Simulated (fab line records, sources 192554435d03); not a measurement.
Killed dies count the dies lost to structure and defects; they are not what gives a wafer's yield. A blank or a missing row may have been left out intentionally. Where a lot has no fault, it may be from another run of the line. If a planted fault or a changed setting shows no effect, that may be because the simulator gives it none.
The tool behind it: which one? / flow n5 finfet / 10 lots, 29 wafers sampled, at 6 steps of a route of 1938

WHAT THE GAUGES READ, wafer by wafer
N5_BEOL_M0_RS_MEAS_126: a four-point-probe measurement. Usual: M0_RS typically reads 0.536 ohm/sq, with standard deviation 0.021.
lot=L865; measured=day 6 15:20; on=film metro-02; M0_RS (ohm/sq)=0.549 0.529 0.548; flag=
lot=L866; measured=day 6 20:17; on=film metro-02; M0_RS (ohm/sq)=0.556 0.538 0.554; flag=
lot=L864; measured=day 6 20:53; on=film metro-01; M0_RS (ohm/sq)=0.575 0.560 0.516; flag=
lot=L867; measured=day 7 03:47; on=film metro-02; M0_RS (ohm/sq)=0.541 0.549 0.502; flag=
lot=L868; measured=day 7 06:01; on=film metro-01; M0_RS (ohm/sq)=0.548 0.527; flag=
lot=L878; measured=day 9 18:16; on=film metro-02; M0_RS (ohm/sq)=0.543 0.510 0.509; flag=
lot=L884; measured=day 10 22:43; on=film metro-02; M0_RS (ohm/sq)=0.558 0.530 0.537; flag=
lot=L885; measured=day 11 02:04; on=film metro-02; M0_RS (ohm/sq)=0.518 0.540 0.558; flag=
lot=L886; measured=day 11 09:24; on=film metro-01; M0_RS (ohm/sq)=0.527 0.542 0.542; flag=
lot=L887; measured=day 11 20:10; on=film metro-01; M0_RS (ohm/sq)=0.544 0.545 0.524; flag=

N5_BEOL_M1_THK_MEAS_01. Usual: M1_ILD_THK typically reads 78.3 nm, with standard deviation 1.
lot=L865; measured=day 6 15:28; on=film metro-02; M1_ILD_THK (nm)=76.8 77.0 77.3; flag=
lot=L866; measured=day 6 20:25; on=film metro-01; M1_ILD_THK (nm)=79.2 79.5 79.3; flag=
lot=L864; measured=day 6 21:01; on=film metro-02; M1_ILD_THK (nm)=78.7 79.2 78.5; flag=
lot=L867; measured=day 7 03:55; on=film metro-02; M1_ILD_THK (nm)=77.5 79.4 78.9; flag=
lot=L868; measured=day 7 06:08; on=film metro-02; M1_ILD_THK (nm)=74.7 79.2; flag=
lot=L878; measured=day 9 18:24; on=film metro-01; M1_ILD_THK (nm)=78.3 80.1 78.9; flag=
lot=L884; measured=day 10 22:50; on=film metro-01; M1_ILD_THK (nm)=78.2 80.1 78.8; flag=
lot=L885; measured=day 11 02:11; on=film metro-02; M1_ILD_THK (nm)=78.6 78.7 80.2; flag=
lot=L886; measured=day 11 09:32; on=film metro-01; M1_ILD_THK (nm)=77.6 77.2 79.5; flag=
lot=L887; measured=day 11 20:18; on=film metro-01; M1_ILD_THK (nm)=78.6 77.0 79.0; flag=

N5_BEOL_M4_RC_MEAS_101. Usual: DIBL_N 36.4 mV/V, standard deviation 1.6; DIBL_P 36.2 mV/V, standard deviation 1.8; IOFF_N 0.159 nA/um, standard deviation 0.029; IOFF_P 0.21 nA/um, standard deviation 0.034; ION_N 670 uA/um, standard deviation 12; ION_P 459 uA/um, standard deviation 8.2; SS_N 71.5 mV/dec, standard deviation 0.59; SS_P 73.2 mV/dec, standard deviation 0.54; VT_N 250 mV, standard deviation 3.3; VT_P -250 mV, standard deviation 3.7.
lot=L865; measured=day 8 17:43; on=prober-02; DIBL_N (mV/V)=34.2 34.8 36.8; DIBL_P (mV/V)=33.1 34.2 35.6; IOFF_N (nA/um)=0.127 0.133 0.163; IOFF_P (nA/um)=0.17 0.19 0.21; ION_N (uA/um)=658 660 668; ION_P (uA/um)=450 454 462; SS_N (mV/dec)=71.2 70.8 72.0; SS_P (mV/dec)=73.0 73.5 72.5; VT_N (mV)=253 252 252; VT_P (mV)=-252 -252 -250; flag=
lot=L866; measured=day 9 12:06; on=prober-02; DIBL_N (mV/V)=34.8 37.0 36.3; DIBL_P (mV/V)=33.3 35.7 34.5; IOFF_N (nA/um)=0.133 0.170 0.144; IOFF_P (nA/um)=0.20 0.24 0.22; ION_N (uA/um)=674 685 658; ION_P (uA/um)=465 464 459; SS_N (mV/dec)=70.2 71.5 71.6; SS_P (mV/dec)=73.3 72.6 73.3; VT_N (mV)=252 248 252; VT_P (mV)=-249 -247 -247; flag=
lot=L864; measured=day 8 20:48; on=prober-02; DIBL_N (mV/V)=35.8 36.6 36.6; DIBL_P (mV/V)=37.4 37.3 37.5; IOFF_N (nA/um)=0.150 0.153 0.164; IOFF_P (nA/um)=0.20 0.20 0.21; ION_N (uA/um)=673 659 671; ION_P (uA/um)=460 447 459; SS_N (mV/dec)=71.2 71.3 71.5; SS_P (mV/dec)=73.4 73.6 73.1; VT_N (mV)=248 251 251; VT_P (mV)=-251 -252 -254; flag=
lot=L867; measured=day 9 17:08; on=prober-02; DIBL_N (mV/V)=38.1 39.7 37.4; DIBL_P (mV/V)=36.5 38.4 35.3; IOFF_N (nA/um)=0.204 0.260 0.191; IOFF_P (nA/um)=0.25 0.31 0.24; ION_N (uA/um)=697 698 683; ION_P (uA/um)=472 477 469; SS_N (mV/dec)=72.2 72.9 72.1; SS_P (mV/dec)=73.0 73.5 73.2; VT_N (mV)=248 243 247; VT_P (mV)=-247 -241 -247; flag=
lot=L868; measured=day 9 19:33; on=prober-01; DIBL_N (mV/V)=35.2 34.0; DIBL_P (mV/V)=35.6 34.9; IOFF_N (nA/um)=0.152 0.136; IOFF_P (nA/um)=0.20 0.20; ION_N (uA/um)=670 673; ION_P (uA/um)=458 460; SS_N (mV/dec)=71.6 70.8; SS_P (mV/dec)=73.0 73.1; VT_N (mV)=249 251; VT_P (mV)=-250 -253; flag=
lot=L878; measured=day 11 18:23; on=prober-02; DIBL_N (mV/V)=35.5 35.2 36.1; DIBL_P (mV/V)=35.8 35.1 32.9; IOFF_N (nA/um)=0.130 0.126 0.127; IOFF_P (nA/um)=0.20 0.18 0.15; ION_N (uA/um)=656 668 643; ION_P (uA/um)=452 461 445; SS_N (mV/dec)=71.0 70.8 72.0; SS_P (mV/dec)=73.0 72.8 72.8; VT_N (mV)=253 254 256; VT_P (mV)=-251 -252 -255; flag=
lot=L884; measured=day 13 16:05; on=prober-02; DIBL_N (mV/V)=39.1 38.5 39.0; DIBL_P (mV/V)=37.3 36.3 38.0; IOFF_N (nA/um)=0.199 0.188 0.196; IOFF_P (nA/um)=0.22 0.21 0.25; ION_N (uA/um)=683 695 679; ION_P (uA/um)=460 470 462; SS_N (mV/dec)=71.9 71.4 71.4; SS_P (mV/dec)=73.5 73.1 73.4; VT_N (mV)=247 245 245; VT_P (mV)=-250 -250 -246; flag=
lot=L885; measured=day 13 23:15; on=prober-02; DIBL_N (mV/V)=35.5 38.6 36.9; DIBL_P (mV/V)=34.9 39.7 37.1; IOFF_N (nA/um)=0.113 0.190 0.152; IOFF_P (nA/um)=0.14 0.20 0.16; ION_N (uA/um)=649 673 675; ION_P (uA/um)=443 453 455; SS_N (mV/dec)=71.2 72.2 71.9; SS_P (mV/dec)=72.3 73.7 72.9; VT_N (mV)=257 250 251; VT_P (mV)=-262 -253 -258; flag=
lot=L886; measured=day 14 19:29; on=prober-01; DIBL_N (mV/V)=36.1 37.3 33.1; DIBL_P (mV/V)=37.1 39.1 34.9; IOFF_N (nA/um)=0.157 0.196 0.117; IOFF_P (nA/um)=0.22 0.26 0.19; ION_N (uA/um)=657 689 652; ION_P (uA/um)=458 472 460; SS_N (mV/dec)=71.7 71.7 70.8; SS_P (mV/dec)=73.4 73.6 72.5; VT_N (mV)=253 247 253; VT_P (mV)=-250 -248 -250; flag=
lot=L887; measured=day 14 23:20; on=prober-02; DIBL_N (mV/V)=37.0 32.8 32.9; DIBL_P (mV/V)=37.7 33.8 34.5; IOFF_N (nA/um)=0.179 0.114 0.119; IOFF_P (nA/um)=0.27 0.20 0.23; ION_N (uA/um)=671 657 660; ION_P (uA/um)=468 466 464; SS_N (mV/dec)=72.1 70.8 70.8; SS_P (mV/dec)=73.9 72.3 73.0; VT_N (mV)=248 255 249; VT_P (mV)=-245 -246 -247; flag=

WHICH TOOL RAN EACH LOT (tool, then ch and the chambers of the sampled wafers, then the start)
lot=L865; N5_BEOL_M0_SPUTTER_141=pvd sputter-01, day 6 14:04; N5_BEOL_M1_ILD_DEP_00=pecvd-02 ch 0,2, day 6 15:23; N5_BEOL_M1_HM_DEP_02=pvd sputter-02, day 6 16:27
lot=L866; N5_BEOL_M0_SPUTTER_141=pvd sputter-01, day 6 18:17; N5_BEOL_M1_ILD_DEP_00=pecvd-03 ch 0,1,2, day 6 20:22; N5_BEOL_M1_HM_DEP_02=pvd sputter-02, day 6 20:52
lot=L864; N5_BEOL_M0_SPUTTER_141=pvd sputter-02, day 6 19:16; N5_BEOL_M1_ILD_DEP_00=pecvd-03 ch 0,1, day 6 20:56; N5_BEOL_M1_HM_DEP_02=pvd sputter-02, day 6 22:54
lot=L867; N5_BEOL_M0_SPUTTER_141=pvd sputter-02, day 7 00:53; N5_BEOL_M1_ILD_DEP_00=pecvd-03 ch 0,1, day 7 03:50; N5_BEOL_M1_HM_DEP_02=pvd sputter-01, day 7 05:46
lot=L868; N5_BEOL_M0_SPUTTER_141=pvd sputter-03, day 7 03:31; N5_BEOL_M1_ILD_DEP_00=pecvd-03 ch 0,2, day 7 06:05; N5_BEOL_M1_HM_DEP_02=pvd sputter-01, day 7 06:31
lot=L878; N5_BEOL_M0_SPUTTER_141=pvd sputter-03, day 9 17:13; N5_BEOL_M1_ILD_DEP_00=pecvd-04 ch 0,2, day 9 18:20; N5_BEOL_M1_HM_DEP_02=pvd sputter-02, day 9 19:07
lot=L884; N5_BEOL_M0_SPUTTER_141=pvd sputter-03, day 10 21:39; N5_BEOL_M1_ILD_DEP_00=pecvd-02 ch 1,2, day 10 22:47; N5_BEOL_M1_HM_DEP_02=pvd sputter-01, day 10 23:22
lot=L885; N5_BEOL_M0_SPUTTER_141=pvd sputter-03, day 11 00:58; N5_BEOL_M1_ILD_DEP_00=pecvd-04 ch 0,2, day 11 02:07; N5_BEOL_M1_HM_DEP_02=pvd sputter-02, day 11 02:59
lot=L886; N5_BEOL_M0_SPUTTER_141=pvd sputter-03, day 11 07:50; N5_BEOL_M1_ILD_DEP_00=pecvd-04 ch 1,2, day 11 09:28; N5_BEOL_M1_HM_DEP_02=pvd sputter-03, day 11 10:53
lot=L887; N5_BEOL_M0_SPUTTER_141=pvd sputter-03, day 11 19:07; N5_BEOL_M1_ILD_DEP_00=pecvd-04 ch 1,2, day 11 20:14; N5_BEOL_M1_HM_DEP_02=pvd sputter-03, day 11 21:02
- N5_BEOL_M0_SPUTTER_141: material Cu, target thk 4 nm, time 7.37 s.
- N5_BEOL_M1_ILD_DEP_00: deposits SiOC from DEMS/O2, target thk 79 nm, time 15.3 s.
- N5_BEOL_M1_HM_DEP_02: deposits TiN, target thk 20 nm.

WHAT THE TOOLS THEMSELVES READ (means of the sampled wafers that have a number; where no wafer has one, the mark that the record gives instead)
N5_BEOL_M0_SPUTTER_141. Usual: throttle valve pct reads 29.9 % (standard deviation 0.95).
lot=L865; tool=pvd sputter-01; throttle valve pct (%)=30.1; flag=
lot=L866; tool=pvd sputter-01; throttle valve pct (%)=29.8; flag=
lot=L864; tool=pvd sputter-02; throttle valve pct (%)=30.1; flag=
lot=L867; tool=pvd sputter-02; throttle valve pct (%)=30.2; flag=
lot=L868; tool=pvd sputter-03; throttle valve pct (%)=29.9; flag=
lot=L878; tool=pvd sputter-03; throttle valve pct (%)=30.7; flag=
lot=L884; tool=pvd sputter-03; throttle valve pct (%)=29.8; flag=
lot=L885; tool=pvd sputter-03; throttle valve pct (%)=30.0; flag=
lot=L886; tool=pvd sputter-03; throttle valve pct (%)=30.1; flag=
lot=L887; tool=pvd sputter-03; throttle valve pct (%)=29.1; flag=

N5_BEOL_M1_ILD_DEP_00. Usual: heater power w 514 W, standard deviation 68; showerhead plenum p Torr 5.694 Torr, standard deviation 0.016; throttle valve pct 12.0 %, standard deviation 0.59.
lot=L865; tool=pecvd-02; heater power w (W)=504; showerhead plenum p Torr (Torr)=5.702; throttle valve pct (%)=12.0; flag=
lot=L866; tool=pecvd-03; heater power w (W)=548; showerhead plenum p Torr (Torr)=5.693; throttle valve pct (%)=12.3; flag=
lot=L864; tool=pecvd-03; heater power w (W)=594; showerhead plenum p Torr (Torr)=5.679; throttle valve pct (%)=12.6; flag=
lot=L867; tool=pecvd-03; heater power w (W)=627; showerhead plenum p Torr (Torr)=5.677; throttle valve pct (%)=12.8; flag=
lot=L868; tool=pecvd-03; heater power w (W)=498; showerhead plenum p Torr (Torr)=5.710; throttle valve pct (%)=12.2; flag=
lot=L878; tool=pecvd-04; heater power w (W)=525; showerhead plenum p Torr (Torr)=5.696; throttle valve pct (%)=11.8; flag=
lot=L884; tool=pecvd-02; heater power w (W)=443; showerhead plenum p Torr (Torr)=5.691; throttle valve pct (%)=12.2; flag=
lot=L885; tool=pecvd-04; heater power w (W)=512; showerhead plenum p Torr (Torr)=5.695; throttle valve pct (%)=11.4; flag=
lot=L886; tool=pecvd-04; heater power w (W)=484; showerhead plenum p Torr (Torr)=5.683; throttle valve pct (%)=11.5; flag=
lot=L887; tool=pecvd-04; heater power w (W)=504; showerhead plenum p Torr (Torr)=5.676; throttle valve pct (%)=11.6; flag=

N5_BEOL_M1_HM_DEP_02. Usual: throttle valve pct reads 30.0 % (standard deviation 0.79).
lot=L865; tool=pvd sputter-02; throttle valve pct (%)=30.4; flag=
lot=L866; tool=pvd sputter-02; throttle valve pct (%)=29.9; flag=
lot=L864; tool=pvd sputter-02; throttle valve pct (%)=29.9; flag=
lot=L867; tool=pvd sputter-01; throttle valve pct (%)=30.0; flag=
lot=L868; tool=pvd sputter-01; throttle valve pct (%)=29.6; flag=
lot=L878; tool=pvd sputter-02; throttle valve pct (%)=30.1; flag=
lot=L884; tool=pvd sputter-01; throttle valve pct (%)=30.3; flag=
lot=L885; tool=pvd sputter-02; throttle valve pct (%)=30.0; flag=
lot=L886; tool=pvd sputter-03; throttle valve pct (%)=29.6; flag=
lot=L887; tool=pvd sputter-03; throttle valve pct (%)=29.5; flag=

THE ANSWER, worked out from the rows above alone
Rule: lot off if the mean of its wafers having a number is beyond 3 standard deviations from the usual mean. Also off: a lot with no number at a reading for which 4 or more lots have one. Any other lot the step has rows for is counted as sound. After the gauges, taken in route order, come the tools' own readings; for these a lot's mean is taken, as printed above. At the first step where some lot is off, the reading lying furthest off is the one used; lots without a number count as furthest.
Across all readings shown, no lot is off: no conclusion can be drawn from this.

WHAT THE SIMULATOR HAD INSERTED
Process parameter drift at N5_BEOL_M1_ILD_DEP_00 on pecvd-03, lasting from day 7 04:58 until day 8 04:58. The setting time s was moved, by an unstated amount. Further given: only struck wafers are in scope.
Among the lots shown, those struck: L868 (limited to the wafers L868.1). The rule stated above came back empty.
